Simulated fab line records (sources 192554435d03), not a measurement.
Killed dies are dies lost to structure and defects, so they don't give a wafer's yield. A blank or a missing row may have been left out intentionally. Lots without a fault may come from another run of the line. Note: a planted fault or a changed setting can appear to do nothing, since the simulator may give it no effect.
fab line records	flow n5Finfet
record: lots: 4	wafers: 12	lastDay: 18
route steps=1938 shown BEOL_M4@1099 BEOL_M5@1112 TV_OPEN@1887 PASSIVATION@1936
lots that met no fault: from a run of the same line without faults
startH: hours from the record's opening day to when the first of the lot's shown wafers began	waitH: how many hours have passed since the lot's step before this one	" as in the row above	L1.1+2: several wafers, shown together as one row	- no value present, or no start provided	* or withheld: withheld	< > ~ a bound
route shown NAME@n: a module of which the file shows steps, and the number in the route of the first	usual: average and standard deviation across the fault-free wafers	same: alike in all rows	chamber/n: place in a boat	sites: per-site readings	_std_site: standard deviation of those values	_edge_site: outer sites' mean less inner sites'	radiusMm: for every site, how far away it sits from the centre of the wafer	mask NAME#n: copy n	behind: tool/chamber where the wafer was last shaped	hold: why the lot was held/for how many hours/how that ended	device: names the non-switching transistor (n, p or np)	end of line: at the end of the route, the tests of the same wafers	a step without rows: its recipe alone	killed: dies that structure and defects cost at the first sort, which is not the same as the wafer's yield	map: the dies of a wafer, with x for killed, . for not killed, _ for no die there
set.NAME: the run value of the setting; set.NAME@STEP: its run value at that earlier step	model.NAME: the simulator's own value behind a step, which no gauge read
certain route steps with their lots: each step a table, each wafer a row
services: when a tool's chamber went out of use (startH, in hours from the record's first day, below 0 if earlier), for how many hours, and the reason
== steps ==
step: N5_BEOL_M4_ANNEAL_95
recipe: tempC: 400	timeS: 240	ambient: vacuum
step: N5_BEOL_M4_SPUTTER_96
recipe: material: Cu	targetThkA: 45	tempC: -20	chamberPressurePa: 0.07	powerW: withheld	timeS: 8.29
step: N5_BEOL_M4_ECD_50
recipe: material: Cu	targetThkA: 3000
step: N5_BEOL_M4_ANNEAL_51
recipe: tempC: 225	timeS: 90	ambient: N2
step: N5_BEOL_M4_CMP_52
recipe: stopOn: SiOC	tOverpolishS: 6.8	downForcePsi: 1	platenRpm: 50	clearingPlatenDownForcePsi: 1.5	clearingPlatenRpm: 50	postCmpClean: cuAlkaline	targetThkNm: 40	clearingPlatenPadVelocityMS: 0.99484	padVelocityMS: 0.99484
step: N5_BEOL_M4_PRE_CLEAN_60
recipe: gas: NH3/H2	timeS: 15	tempC: *	rfPowerW: 300
step: N5_BEOL_M4_CO_CAP_55
recipe: material: Co	targetThkA: 20	tempC: 200	precursor: CCTBA/H2	pressureTorr: 30	timeS: 102.1
step: N5_BEOL_M4_PRE_CLEAN_56
recipe: gas: NH3	timeS: 15	tempC: withheld	rfPowerW: 300
step: N5_BEOL_M4_DEP_57
recipe: material: SiCN	targetThkA: 80	tempC: withheld	precursor: 3MS/NH3	pressureTorr: 3	rfW: 202	timeS: 14
step: N5_BEOL_M4_RC_MEAS_101
usual: DIBL_N: 35.0/2.4	DIBL_P: 35.4/2.8	IOFF_N: 0.14/0.045	IOFF_P: 0.20/0.048	ION_N: 667/19	ION_P: 460/11	SS_N: 71.2/0.71	SS_P: 73.1/0.86	VT_N: 252/4.6	VT_P: -251/3.4
lot.wafer	tool	chamber	startH	waitH	DIBL_N[mV/V]	DIBL_P[mV/V]	IOFF_N[nA/um]	IOFF_P[nA/um]	ION_N[uA/um]	ION_P[uA/um]	SS_N[mV/dec]	SS_P[mV/dec]	VT_N[mV]	VT_P[mV]
L321.3	prober-02	0	205.10	0.3	34.6	34.4	0.12	0.19	652	454	71.0	73.6	252	-253
L321.4	"	0	"	"	35.3	36.1	0.14	0.22	691	471	70.2	73.4	253	-248
L321.5	"	0	"	"	32.2	31.4	0.10	0.16	645	445	70.4	72.8	263	-253
L328.3	prober-01	0	256.69	0.3	35.2	35.2	0.13	0.18	679	466	70.7	72.3	251	-252
L328.5	"	0	"	"	32.5	32.6	0.11	0.15	666	463	70.6	72.1	254	-255
L328.6	"	0	"	"	34.5	34.6	0.13	0.17	671	465	70.3	72.3	252	-256
L333.4	prober-02	0	277.36	0.7	36.1	35.2	0.14	0.20	691	477	71.3	73.9	252	-252
L333.5	"	0	"	"	33.7	31.2	0.11	0.14	681	466	70.3	72.2	254	-256
L333.6	"	0	"	"	39.1	37.8	0.21	0.24	666	456	72.0	74.4	246	-250
L337.1	prober-01	0	311.26	0.0	38.3	40.4	0.22	0.30	695	475	71.2	74.0	247	-246
L337.3	"	0	"	"	33.8	34.3	0.12	0.17	655	451	70.8	72.2	256	-253
L337.5	"	0	"	"	36.6	38.4	0.18	0.25	695	475	71.8	74.2	247	-248
step: N5_BEOL_M5_ILD_DEP_00
recipe: material: SiCOH_lowk	targetThkA: 1406.4	tempC: 300	precursor: DEMS/porogen	pressureTorr: 5	rfW: 500	timeS: 25.9
step: N5_BEOL_M5_CURE_79
recipe: tempC: 385	timeS: 240	ambient: He/Ar	material: SiCOH_lowk
step: N5_BEOL_M5_PECVD_70
recipe: material: SiO2	targetThkA: 160	tempC: 400	precursor: TEOS/O2	pressureTorr: 5.5	rfW: 450	teosFlowSccm: 53.8	gas: O2	flowSccm: 3000	timeS: 18
step: N5_BEOL_M5_HM_DEP_02
recipe: material: TiN	targetThkA: 200	tempC: 25	chamberPressurePa: 0.49996
step: N5_BEOL_M5_COAT_59
recipe: resist: SOC	tempC: 250	timeS: 60	spinRpm: 1500	resistThkNm: 60
step: N5_BEOL_M5_COAT_60
recipe: resist: SiARC	tempC: 220	timeS: 60	spinRpm: 1500	resistThkNm: 12
step: N5_BEOL_M5_COAT_71
recipe: resist: underlayer	tempC: 205	timeS: 60	spinRpm: 1500	resistThkNm: 5
step: N5_BEOL_M5_COAT_05
recipe: resist: CAR-EUV	spinRpm: 1500	resistThkNm: 30
step: N5_BEOL_M5_EBR_07
recipe: solvent: PGMEA	ebrWidthMm: 1.5
step: N5_BEOL_M5_SOFTBAKE_06
recipe: tempC: 110	timeS: 60	resist: CAR-EUV
step: N5_BEOL_M5_EXPOSE_08
recipe: maskId: M5	na: 0.33	sourceShape: annular	sigmaInner: 0.4	sigmaOuter: 0.8	polarization: unpolarized	targetCdNm: 28	doseMj: 35.75
step: N5_BEOL_M5_PEB_09
recipe: pebTempC: 100	pebTimeS: 60	resist: CAR-EUV
step: N5_BEOL_M5_DEVELOP_10
recipe: developTimeS: 30	developer: TMAH	resist: CAR-EUV	rinseLiquid: surfactantRinse	dry: airSpin	devTempC: 23
step: N5_BEOL_M5_DESCUM_16
recipe: chemistry: O2	timeS: 7	sourcePowerW: 50	biasPowerW: 20	pressureMtorr: 20	rfFrequencyHz: 2.712e+07	tempC: 40	resist: CAR-EUV	o2FlowSccm: 225
step: N5_BEOL_M5_ETCH_72
recipe: chemistry: N2/H2	target: underlayer	targetDepthA: 65	maskMaterial: CAR-EUV	timeS: 5.2	ionEnergyEv: 200	pressureMtorr: 30	sourceW: 840	biasW: 150	n2FlowSccm: 200	h2FlowSccm: 200	ends: cleared
step: N5_BEOL_M5_ETCH_61
recipe: chemistry: CF4	target: SiARC	targetDepthA: 156	maskMaterial: CAR-EUV	timeS: 26	ionEnergyEv: 80	pressureMtorr: 40	sourceW: 545	biasW: 36	Ar_flow_sccm: 100	cf4FlowSccm: 100	ends: cleared
step: N5_BEOL_M5_ETCH_62
recipe: chemistry: N2/H2	target: SOC	targetDepthA: 750	overetchA: 150	maskMaterial: SiARC	tempC: 40	timeS: 112.5	ionEnergyEv: 200	pressureMtorr: 30	sourceW: 840	biasW: 150	n2FlowSccm: 200	h2FlowSccm: 200
step: N5_BEOL_M5_STRIP_63
recipe: chemistry: N2/H2	tempC: 40	n2FlowSccm: 200	h2FlowSccm: 200	rfFrequencyHz: 6e+07
step: N5_BEOL_M5_STRIP_73
recipe: chemistry: N2/H2	tempC: 40	n2FlowSccm: 200	h2FlowSccm: 200	rfFrequencyHz: 6e+07
step: N5_BEOL_M5_STRIP_64
recipe: chemistry: CF4	resist: SiARC	powerW: 300	biasPowerW: 75	pressureMtorr: 50	cf4FlowSccm: 150	rfFrequencyHz: 6e+07
step: N5_BEOL_M5_HM_OPEN_17
recipe: chemistry: Cl2/BCl3	targetDepthA: 200	overetchA: 60	target: TiN	maskMaterial: SOC	ionEnergyEv: 150	pressureMtorr: 10	icpW: 1000	biasW: 126	Cl2_flow_sccm: 53.25	bcl3FlowSccm: 21.75	Ar_flow_sccm: 25
step: N5_BEOL_M5_STRIP_19
recipe: chemistry: O2	powerW: 400	tempC: 40	pressureMtorr: 30	rfFrequencyHz: 6e+07	biasPowerW: 0	overashFraction: 0.2	o2FlowSccm: 225
step: N5_BEOL_M5_COAT_65
recipe: resist: SOC	tempC: 250	timeS: 60	spinRpm: 1500	resistThkNm: 60
step: N5_BEOL_M5_COAT_66
recipe: resist: SiARC	tempC: 220	timeS: 60	spinRpm: 1500	resistThkNm: 12
step: N5_PASSIVATION_PASS_ETCH_74
recipe: chemistry: CF4/O2	target: SiNx	targetDepthA: 2200	timeS: 110	ionEnergyEv: 100	pressureMtorr: 40	sourceW: 535	biasW: 49	Ar_flow_sccm: 100	cf4FlowSccm: 100	O2_flow_sccm: 10
usual: O2_flow_sccm: 10.000/0.028	biasW: 49.02/0.13	drypumpMotorCurrentA: 5.8/0.43	oesProductAu: 0.80/0.1	rfVppV: 243/6.2	showerheadPlenumPTorr: 2.24/0.079	throttleValvePct: 15.84/0.28
lot.wafer	tool	chamber	startH	waitH	O2_flow_sccm	biasW	drypumpMotorCurrentA	oesProductAu	rfHoursCounterH	rfVppV	showerheadPlenumPTorr	throttleValvePct	model.coat_of_PASSIVATION_COAT_04.thkNm
L321.3	rieDiel-06	1	298.45	0.0	10.042	49.14	6.5	0.84	70	238	2.15	15.73	*
L321.4	"	3	"	"	10.021	49.07	5.7	0.82	69	241	2.15	15.88	*
L321.5	"	2	"	"	9.999	49.14	6.1	0.67	-	252	2.09	16.46	*
L328.3	rieDiel-01	0	366.05	0.0	-	-	-	-	-	-	-	-	*
L328.5	"	0	"	"	-	-	-	-	-	-	-	-	*
L328.6	"	3	"	"	-	-	-	-	-	-	-	-	*
L333.4	rieDiel-06	1	375.90	0.0	-	-	-	-	-	-	-	-	*
L333.5	"	3	"	"	-	-	-	-	-	-	-	-	*
L333.6	"	0	"	"	-	-	-	-	-	-	-	-	*
L337.1	rieDiel-06	1	420.98	0.0	9.996	49.03	6.5	0.80	105	236	2.14	15.81	*
L337.3	"	3	"	"	10.022	49.08	5.7	0.77	105	240	2.14	15.95	*
L337.5	"	3	"	"	10.049	48.99	5.7	0.77	-	241	2.14	15.96	*
step: N5_PASSIVATION_VIA_ETCH_13
recipe: chemistry: CHF3/O2	target: SiO2	targetDepthA: 6600	CHF3_flow_sccm: 50	O2_flow_sccm: 5	Ar_flow_sccm: 200	timeS: 330	maskMaterial: PR	pressureMtorr: 30	sourceW: 650	biasW: 170	ionEnergyEv: 200	ends: cleared
usual: CHF3_flow_sccm: 49.99/0.15	O2_flow_sccm: 5.001/0.014	drypumpMotorCurrentA: 5.8/0.43	etchRfOnTimeS: 241/6.2	oesProductAu: 0.72/0.091	rfVppV: 528/13	showerheadPlenumPTorr: 2.46/0.085	throttleValvePct: 18.75/0.28
lot.wafer	tool	chamber	startH	waitH	CHF3_flow_sccm	O2_flow_sccm	drypumpMotorCurrentA	etchRfOnTimeS	oesProductAu	rfHoursCounterH	rfVppV	showerheadPlenumPTorr	throttleValvePct	model.coat_of_PASSIVATION_COAT_04.thkNm
L321.3	rieDiel-06	1	298.54	0.0	50.23	4.992	6.5	234	0.76	70	517	2.36	18.76	*
L321.4	"	3	"	"	50.09	4.986	5.8	240	0.76	69	521	2.35	18.81	*
L321.5	"	2	"	"	49.66	4.990	6.1	241	0.62	-	544	2.28	19.33	*
L328.3	rieDiel-01	0	366.14	0.0	50.23	5.003	5.6	825	0.30	93	529	2.45	18.45	*
L328.5	"	0	"	"	49.95	4.995	5.7	825	0.31	-	529	2.45	18.42	*
L328.6	"	3	"	"	49.72	4.981	6.0	825	0.34	-	529	2.54	18.30	*
L333.4	rieDiel-06	1	376.00	0.0	50.03	4.982	6.5	825	0.31	92	516	2.35	18.69	*
L333.5	"	3	"	"	49.97	5.016	5.8	825	0.31	-	521	2.34	18.75	*
L333.6	"	0	"	"	49.99	4.987	6.8	825	0.25	-	510	2.45	18.86	*
L337.1	rieDiel-06	1	421.08	0.0	49.89	5.006	6.5	242	0.73	106	518	2.35	18.81	*
L337.3	"	3	"	"	50.01	4.981	5.7	244	0.71	105	522	2.34	18.87	*
L337.5	"	3	"	"	49.73	4.992	5.7	243	0.72	-	521	2.34	18.86	*
step: N5_PASSIVATION_PROBE_49
usual: defectLimitedYield: 91.7/1.4	killed_at_M0_to_M3: 32/9.7	killed_at_M4_up: 14/5.5	killedAtContacts: 13/6.1	killedAtFrontEnd: 35/10	killedAtOther: 4.2/2.9	killedDies: 98/17	killedOnRim: 13/4.2	killedOpen: 63/12	killedShort: 32/7.7	sort_bin_5_function: 4.8/0.9	sort_bin_6_memory: 3.1/0.63	sortNPass: 1073/41	sortYieldPct: 91/3.5
same: grossDies: 1180	killedAtBackSide: 0	sort_bin_4_leakage[%]: 0	sort_bin_8_speed[%]: 0
lot.wafer	tool	chamber	startH	waitH	defectLimitedYield[%]	killed_at_M0_to_M3	killed_at_M4_up	killedAtContacts	killedAtFrontEnd	killedAtOther	killedDies	killedOnRim	killedOpen	killedShort	sort_bin_5_function[%]	sort_bin_6_memory[%]	sortNPass	sortYieldPct[%]
L328.3	prober-02	-	373.72	0.1	0	39	20	6	18	1097	1180	152	68	19	97.0	2.7	0	0
L328.5	prober-02	-	373.82	0.2	0	35	20	12	28	1085	1180	152	67	29	97.2	2.8	0	0
L328.6	prober-02	-	373.87	0.3	0	39	15	14	36	1076	1180	152	65	42	96.0	3.6	0	0
L333.4	prober-02	-	383.18	0.2	0	21	10	7	18	1124	1180	152	38	16	98.2	1.4	0	0
L333.5	prober-02	-	383.23	0.2	0	29	11	4	49	1087	1180	152	55	42	96.9	2.6	0	0
L333.6	prober-02	-	383.28	0.3	0	23	11	24	35	1087	1180	152	60	36	96.7	3.1	0	0
killed by level:class
L328.3 TV_OPEN:areaEtch=1093 BEOL_M4:geometricParticle:open=12 BEOL_M1:geometricParticle:open=11 BEOL_M3:geometricParticle:open=9 BEOL_M0_SAQP:geometricParticle:open=7 MOL_CONTACT_COAG:geometricParticle:open=6 BEOL_M3:geometricParticle:short=6 STI_FIN_REVEAL:geometricParticle:open=4
L328.5 TV_OPEN:areaEtch=1083 BEOL_M3:geometricParticle:open=12 MOL_CONTACT_COAG:geometricParticle:open=12 BEOL_M3:geometricParticle:short=10 BEOL_M4:geometricParticle:open=9 FIN_SAQP:geometricParticle:short=6 FIN_SAQP:geometricParticle:open=6 STI_FIN_REVEAL:geometricParticle:open=4
L328.6 TV_OPEN:areaEtch=1073 MOL_CONTACT_COAG:geometricParticle:open=12 STI_FIN_REVEAL:geometricParticle:open=10 BEOL_M3:geometricParticle:short=10 BEOL_M3:geometricParticle:open=8 BEOL_M1:geometricParticle:short=6 BEOL_M4:geometricParticle:open=6 BEOL_M1:geometricParticle:open=5
L333.4 TV_OPEN:areaEtch=1123 BEOL_M0_SAQP:geometricParticle:open=6 FIN_SAQP:geometricParticle:open=5 MOL_CONTACT_COAG:geometricParticle:open=5 BEOL_M0_SAQP:geometricParticle:short=4 BEOL_M3:geometricParticle:open=4 BEOL_M4:geometricParticle:open=4 FIN_SAQP:geometricParticle:short=3
L333.5 TV_OPEN:areaEtch=1082 BEOL_M0_SAQP:geometricParticle:short=11 BEOL_M0_SAQP:geometricParticle:open=10 FIN_SAQP:geometricParticle:short=9 FIN_SAQP:geometricParticle:open=8 STI_FIN_REVEAL:geometricParticle:open=8 STARTING-WAFER:geometricParticle:short=5 DUMMY_GATE:geometricParticle:open=4
L333.6 TV_OPEN:areaEtch=1084 MOL_CONTACT_COAG:geometricParticle:open=17 BEOL_M0_SAQP:geometricParticle:short=10 FIN_SAQP:geometricParticle:open=8 FIN_SAQP:geometricParticle:short=7 MOL_CONTACT_COAG:geometricParticle:short=7 BEOL_M0_SAQP:geometricParticle:open=5 BEOL_M4:geometricParticle:open=5
map L328.3 (x killed, . not)
_________________xxxxxxxxxxxx________________
______________xxxxxxxxxxxxxxxxxx_____________
___________xxxxxxxxxxxxxxxxxxxxxxxx__________
__________xxxxxxxxxxxxxxxxxxxxxxxxxx_________
________xxxxxxxxxxxxxxxxxxxxxxxxxxxxxx_______
_______xxxxxxxxxxxxxxxxxxxxxxxxxxxxxxxx______
______xxxxxxxxxxxxxxxxxxxxxxxxxxxxxxxxxx_____
_____xxxxxxxxxxxxxxxxxxxxxxxxxxxxxxxxxxxx____
____xxxxxxxxxxxxxxxxxxxxxxxxxxxxxxxxxxxxxx___
___xxxxxxxxxxxxxxxxxxxxxxxxxxxxxxxxxxxxxxxx__
___xxxxxxxxxxxxxxxxxxxxxxxxxxxxxxxxxxxxxxxx__
__xxxxxxxxxxxxxxxxxxxxxxxxxxxxxxxxxxxxxxxxxx_
__xxxxxxxxxxxxxxxxxxxxxxxxxxxxxxxxxxxxxxxxxx_
_xxxxxxxxxxxxxxxxxxxxxxxxxxxxxxxxxxxxxxxxxxxx
_xxxxxxxxxxxxxxxxxxxxxxxxxxxxxxxxxxxxxxxxxxxx
_xxxxxxxxxxxxxxxxxxxxxxxxxxxxxxxxxxxxxxxxxxxx
_xxxxxxxxxxxxxxxxxxxxxxxxxxxxxxxxxxxxxxxxxxxx
_xxxxxxxxxxxxxxxxxxxxxxxxxxxxxxxxxxxxxxxxxxxx
_xxxxxxxxxxxxxxxxxxxxxxxxxxxxxxxxxxxxxxxxxxxx
_xxxxxxxxxxxxxxxxxxxxxxxxxxxxxxxxxxxxxxxxxxxx
_xxxxxxxxxxxxxxxxxxxxxxxxxxxxxxxxxxxxxxxxxxxx
__xxxxxxxxxxxxxxxxxxxxxxxxxxxxxxxxxxxxxxxxxx_
__xxxxxxxxxxxxxxxxxxxxxxxxxxxxxxxxxxxxxxxxxx_
___xxxxxxxxxxxxxxxxxxxxxxxxxxxxxxxxxxxxxxxx__
___xxxxxxxxxxxxxxxxxxxxxxxxxxxxxxxxxxxxxxxx__
____xxxxxxxxxxxxxxxxxxxxxxxxxxxxxxxxxxxxxx___
_____xxxxxxxxxxxxxxxxxxxxxxxxxxxxxxxxxxxx____
______xxxxxxxxxxxxxxxxxxxxxxxxxxxxxxxxxx_____
_______xxxxxxxxxxxxxxxxxxxxxxxxxxxxxxxx______
________xxxxxxxxxxxxxxxxxxxxxxxxxxxxxx_______
__________xxxxxxxxxxxxxxxxxxxxxxxxxx_________
___________xxxxxxxxxxxxxxxxxxxxxxxx__________
______________xxxxxxxxxxxxxxxxxx_____________
_________________xxxxxxxxxxxx________________
map L333.4 (x killed, . not)
_________________xxxxxxxxxxxx________________
______________xxxxxxxxxxxxxxxxxx_____________
___________xxxxxxxxxxxxxxxxxxxxxxxx__________
__________xxxxxxxxxxxxxxxxxxxxxxxxxx_________
________xxxxxxxxxxxxxxxxxxxxxxxxxxxxxx_______
_______xxxxxxxxxxxxxxxxxxxxxxxxxxxxxxxx______
______xxxxxxxxxxxxxxxxxxxxxxxxxxxxxxxxxx_____
_____xxxxxxxxxxxxxxxxxxxxxxxxxxxxxxxxxxxx____
____xxxxxxxxxxxxxxxxxxxxxxxxxxxxxxxxxxxxxx___
___xxxxxxxxxxxxxxxxxxxxxxxxxxxxxxxxxxxxxxxx__
___xxxxxxxxxxxxxxxxxxxxxxxxxxxxxxxxxxxxxxxx__
__xxxxxxxxxxxxxxxxxxxxxxxxxxxxxxxxxxxxxxxxxx_
__xxxxxxxxxxxxxxxxxxxxxxxxxxxxxxxxxxxxxxxxxx_
_xxxxxxxxxxxxxxxxxxxxxxxxxxxxxxxxxxxxxxxxxxxx
_xxxxxxxxxxxxxxxxxxxxxxxxxxxxxxxxxxxxxxxxxxxx
_xxxxxxxxxxxxxxxxxxxxxxxxxxxxxxxxxxxxxxxxxxxx
_xxxxxxxxxxxxxxxxxxxxxxxxxxxxxxxxxxxxxxxxxxxx
_xxxxxxxxxxxxxxxxxxxxxxxxxxxxxxxxxxxxxxxxxxxx
_xxxxxxxxxxxxxxxxxxxxxxxxxxxxxxxxxxxxxxxxxxxx
_xxxxxxxxxxxxxxxxxxxxxxxxxxxxxxxxxxxxxxxxxxxx
_xxxxxxxxxxxxxxxxxxxxxxxxxxxxxxxxxxxxxxxxxxxx
__xxxxxxxxxxxxxxxxxxxxxxxxxxxxxxxxxxxxxxxxxx_
__xxxxxxxxxxxxxxxxxxxxxxxxxxxxxxxxxxxxxxxxxx_
___xxxxxxxxxxxxxxxxxxxxxxxxxxxxxxxxxxxxxxxx__
___xxxxxxxxxxxxxxxxxxxxxxxxxxxxxxxxxxxxxxxx__
____xxxxxxxxxxxxxxxxxxxxxxxxxxxxxxxxxxxxxx___
_____xxxxxxxxxxxxxxxxxxxxxxxxxxxxxxxxxxxx____
______xxxxxxxxxxxxxxxxxxxxxxxxxxxxxxxxxx_____
_______xxxxxxxxxxxxxxxxxxxxxxxxxxxxxxxx______
________xxxxxxxxxxxxxxxxxxxxxxxxxxxxxx_______
__________xxxxxxxxxxxxxxxxxxxxxxxxxx_________
___________xxxxxxxxxxxxxxxxxxxxxxxx__________
______________xxxxxxxxxxxxxxxxxx_____________
_________________xxxxxxxxxxxx________________
== services ==
tool	chamber	startH	hours	kind
rieDiel-01	2	294.63	-	clean
rieDiel-01	2	294.63	-	consumableReplace:focusRing
rieDiel-01	2	294.63	-	consumableReplace:showerhead
rieDiel-01	2	294.63	22.6	scheduledDown
rieDiel-01	2	294.63	22.6	ventCycle
rieDiel-06	2	307.54	9.9	repair
rieDiel-06	3	329.67	5.2	repair
rieDiel-06	2	339.05	4.8	repair
rieDiel-01	1	366.47	-	clean
rieDiel-01	1	366.47	-	consumableReplace:focusRing
rieDiel-01	1	366.47	22.4	scheduledDown
rieDiel-01	1	366.47	22.4	ventCycle
rieDiel-06	0	376.32	-	clean
rieDiel-06	0	376.32	-	consumableReplace:focusRing
rieDiel-06	0	376.32	16.9	scheduledDown
rieDiel-06	0	376.32	16.9	ventCycle
rieDiel-06	2	405.26	-	clean
rieDiel-06	2	405.26	-	consumableReplace:focusRing
rieDiel-06	2	405.26	-	consumableReplace:showerhead
rieDiel-06	2	405.26	20.7	scheduledDown
rieDiel-06	2	405.26	20.7	ventCycle
== key ==
firstSign: step: N5_PASSIVATION_PASS_ETCH_74	reading: toolRecord	direction: missing
effect: step: N5_PASSIVATION_VIA_ETCH_13	reading: etchRfOnTimeS	direction: up	sigmas: 94	usual: *	struck: *
effect: step: N5_PASSIVATION_PROBE_49	reading: killedAtOther	direction: up	sigmas: 99+	usual: 4.2	struck: 1092.7
modelEffect: step: N5_PASSIVATION_PASS_ETCH_74	value: coat_of_PASSIVATION_COAT_04.thkNm	without: *	struck: *
modelEffect: step: N5_PASSIVATION_VIA_ETCH_13	value: coat_of_PASSIVATION_COAT_04.thkNm	without: *	struck: *
moreKillsBornAt: N5_PASSIVATION_PASS_ETCH_74@rieDiel-06: 3289	N5_PASSIVATION_PASS_ETCH_74@rieDiel-01: 3249
metAt N5_PASSIVATION_PASS_ETCH_74
struckWafers L328.3,L328.5,L328.6,L333.4,L333.5,L333.6
laterRowsLeftOut L328.3,L328.5,L328.6,L333.4,L333.5,L333.6
onsetBetween 298.45 366.05
fault: kind: skippedStepWhole	tool: rieDiel-01,rieDiel-06	chamber: -	onsetH: 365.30	steps: N5_PASSIVATION_PASS_ETCH_74	scope: struckLotsOnly
laterRowsLeftOut: the simulator's readings of these wafers behind a module that went badly wrong aren't trusted and aren't shown, but for the sort
